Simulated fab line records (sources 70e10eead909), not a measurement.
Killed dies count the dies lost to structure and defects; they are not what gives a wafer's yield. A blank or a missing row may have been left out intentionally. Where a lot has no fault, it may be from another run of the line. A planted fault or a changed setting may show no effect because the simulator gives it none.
2 desks, one fault	flow nandHarc	only its own numbers are on each desk; what lay behind them is given at the end

## METROLOGY DESK
What the gauges read, lot by lot, whatever tool the lot ran on: means of the sampled wafers that have a number. The brackets show how far a lot's mean lies from the usual mean; more than 4 standard deviations puts the lot out of limits, marked OUT.
Columns: A = thkNm at NHARC_P_M2_THK_MEAS_24, usual 144.4 nm
lot	first seen here	A
L136	day 7 01:33	144.3
L144	day 8 17:58	141.5
L145	day 9 11:14	140.7
L146	day 9 12:16	143.0
L148	day 10 05:47	144.2
L149	day 10 06:26	144.2
L150	day 10 19:04	145.1
L152	day 11 03:25	144.3
L153	day 11 05:53	142.4
L155	day 11 17:46	144.4
L156	day 12 11:14	144.2
Finding of this desk: none of the 11 lots has anything out of limits.

## FOR THE TOOL OWNER'S DESK: cmp-04
The tool's own readings at NHARC_P_M2_CMP_23 (polishes, t overpolish 20 s, target thk 144.3 nm): means of the sampled wafers that have a number, for each lot that ran on this tool. The brackets show how far a lot's mean lies from the usual mean; more than 4 standard deviations puts the lot out of limits, marked OUT.
Columns: A = edgeZonePressureFrac at NHARC_P_M2_CMP_23, usual 1.000; B = motorCurrentA at NHARC_P_M2_CMP_23, usual 11.4 A; C = timeToEndpointS at NHARC_P_M2_CMP_23, usual 28.6 s
lot	first seen here	A	B	C
L136	day 7 01:16	1.001	9.9	25.5
L144	day 8 17:40	1.006	10.3	23.9
L145	day 9 10:58	0.998	10.3	17.4 (-4.0) OUT
L156	day 12 10:55	1.001	9.8	26.3
Finding of this desk: L145 out of limits; the first was L145 at day 9 10:58, on timeToEndpointS at NHARC_P_M2_CMP_23. In limits: L136, L144, L156.

## BROUGHT TOGETHER
An alarm could have come from the tool owner's desk at day 9 10:58, on L145.
The metrology desk saw nothing out of limits.
The metrology desk holds a record of L145, inside its limits.
All the named lots went through NHARC_P_M2_CMP_23 on cmp-04.

## WHAT THE SIMULATOR HAD INSERTED
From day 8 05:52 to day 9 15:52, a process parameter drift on cmp-04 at NHARC_P_M2_CMP_23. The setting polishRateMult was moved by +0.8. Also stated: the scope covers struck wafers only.
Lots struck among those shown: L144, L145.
Delay in hours, fault start to first out-of-limits reading, by desk: the tool owner's desk at 29.
